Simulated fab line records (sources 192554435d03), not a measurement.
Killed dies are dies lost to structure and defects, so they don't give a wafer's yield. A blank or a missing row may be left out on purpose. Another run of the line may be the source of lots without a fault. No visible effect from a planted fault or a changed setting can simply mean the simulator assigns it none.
Chamber matching / flow n5-finfet / 4 sister chambers for N5_BEOL_M3_ETCH_69 on rie-diel-02
The step etches SiARC in CF4, target depth 15.6 nm, time 26 s. 8 wafers are shown with their chamber, then 7 later ones without.

== WAFERS, EACH WITH ITS CHAMBER ==
wafer=L075.4; chamber=0; drypump-motor-current-A (A)=5.9; throttle-valve-pct (%)=15.05
wafer=L080.5; chamber=2; drypump-motor-current-A (A)=5.2; throttle-valve-pct (%)=15.70
wafer=L080.6; chamber=3; drypump-motor-current-A (A)=5.7; throttle-valve-pct (%)=15.69
wafer=L082.2; chamber=3; drypump-motor-current-A (A)=5.8; throttle-valve-pct (%)=15.72
wafer=L082.5; chamber=0; drypump-motor-current-A (A)=5.9; throttle-valve-pct (%)=15.09
wafer=L082.6; chamber=1; drypump-motor-current-A (A)=5.4; throttle-valve-pct (%)=15.30
wafer=L086.2; chamber=1; drypump-motor-current-A (A)=5.4; throttle-valve-pct (%)=15.32
wafer=L086.5; chamber=2; drypump-motor-current-A (A)=5.2; throttle-valve-pct (%)=15.74

== WAFERS WITHOUT THEIR CHAMBER ==
wafer=L086.6; drypump-motor-current-A (A)=5.8; throttle-valve-pct (%)=15.70
wafer=L089.1; drypump-motor-current-A (A)=5.2; throttle-valve-pct (%)=15.75
wafer=L089.3; drypump-motor-current-A (A)=5.9; throttle-valve-pct (%)=15.12
wafer=L089.6; drypump-motor-current-A (A)=5.4; throttle-valve-pct (%)=15.30
wafer=L091.1; drypump-motor-current-A (A)=5.9; throttle-valve-pct (%)=15.13
wafer=L091.5; drypump-motor-current-A (A)=5.8; throttle-valve-pct (%)=15.72
wafer=L091.6; drypump-motor-current-A (A)=5.2; throttle-valve-pct (%)=15.75

== WHICH CHAMBER EACH ONE RAN IN ==
wafer=L086.6; from the rows above=3; in truth=3
wafer=L089.1; from the rows above=2; in truth=2
wafer=L089.3; from the rows above=0; in truth=0
wafer=L089.6; from the rows above=1; in truth=1
wafer=L091.1; from the rows above=0; in truth=0
wafer=L091.5; from the rows above=3; in truth=3
wafer=L091.6; from the rows above=2; in truth=2
7 of 7 placed correctly. Can't be placed from these rows: 0. Placed wrongly: 0.
How it was worked out, from the rows above alone: a wafer's distance from a chamber is the root of the sum, over the readings, of the square of ((its reading less the chamber's mean) divided by the reading's scatter). The wafer belongs to the nearest chamber; if the next one is less than 2 further off, it can't be placed. Each chamber's mean is taken over the wafers shown for it. How the scatter is found: for the shown wafers, subtract from each reading the mean of its chamber, square and add these, divide the total by (wafers less chambers), then take the root.
